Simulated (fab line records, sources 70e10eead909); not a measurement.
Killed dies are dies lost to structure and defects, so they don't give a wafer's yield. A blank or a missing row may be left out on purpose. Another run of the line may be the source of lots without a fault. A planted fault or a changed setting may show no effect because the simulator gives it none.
Chamber matching / flow nand harc / 4 sister chambers for NHARC_P_M0_CMP_23 on cmp-01
The step polishes, t overpolish 20 s, target thk 117.54 nm. 8 wafers are shown with their chamber, then 8 later ones without.

== WAFERS, EACH WITH ITS CHAMBER ==
wafer=L573.1; chamber=2; motor current A (A)=10.3; slurry flow ml min=150.0
wafer=L575.2; chamber=1; motor current A (A)=12.1; slurry flow ml min=150.0
wafer=L575.3; chamber=3; motor current A (A)=11.2; slurry flow ml min=149.4
wafer=L575.5; chamber=1; motor current A (A)=12.4; slurry flow ml min=149.5
wafer=L577.1; chamber=0; motor current A (A)=12.1; slurry flow ml min=150.0
wafer=L577.3; chamber=2; motor current A (A)=10.0; slurry flow ml min=150.0
wafer=L577.4; chamber=3; motor current A (A)=12.0; slurry flow ml min=150.1
wafer=L578.1; chamber=0; motor current A (A)=12.6; slurry flow ml min=149.6

== WAFERS WITH NO CHAMBER GIVEN ==
wafer=L578.4; motor current A (A)=10.2; slurry flow ml min=148.9
wafer=L578.5; motor current A (A)=11.7; slurry flow ml min=149.8
wafer=L579.1; motor current A (A)=11.9; slurry flow ml min=150.4
wafer=L579.4; motor current A (A)=12.9; slurry flow ml min=150.7
wafer=L579.5; motor current A (A)=13.0; slurry flow ml min=150.6
wafer=L581.3; motor current A (A)=11.8; slurry flow ml min=150.2
wafer=L581.5; motor current A (A)=12.2; slurry flow ml min=150.7
wafer=L581.6; motor current A (A)=12.6; slurry flow ml min=150.4

== WHICH CHAMBER EACH ONE RAN IN ==
wafer=L578.4; from the rows above=can't be placed: 2 or 3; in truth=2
wafer=L578.5; from the rows above=can't be placed: 3 or 1 or 0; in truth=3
wafer=L579.1; from the rows above=can't be placed: 3 or 1 or 0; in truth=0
wafer=L579.4; from the rows above=can't be placed: 0 or 1 or 3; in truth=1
wafer=L579.5; from the rows above=can't be placed: 0 or 1 or 3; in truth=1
wafer=L581.3; from the rows above=can't be placed: 3 or 1 or 0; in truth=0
wafer=L581.5; from the rows above=can't be placed: 0 or 1 or 3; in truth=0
wafer=L581.6; from the rows above=can't be placed: 0 or 1 or 3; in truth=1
Placed correctly: 0 of 8. From these rows, 8 cannot be placed; in 8 the true chamber is one of the candidates. Number placed wrongly: 0.
How it was worked out, from the rows above alone: a wafer's distance from a chamber is the root of the sum, over the readings, of the square of ((its reading less the chamber's mean) divided by the reading's scatter). The wafer belongs to the nearest chamber; if the next one is less than 2 further off, it can't be placed. A chamber's mean is the mean of its shown wafers. The scatter: the root of (the sum of the squares of (reading less its chamber's mean) over the shown wafers, divided by (wafers less chambers)).
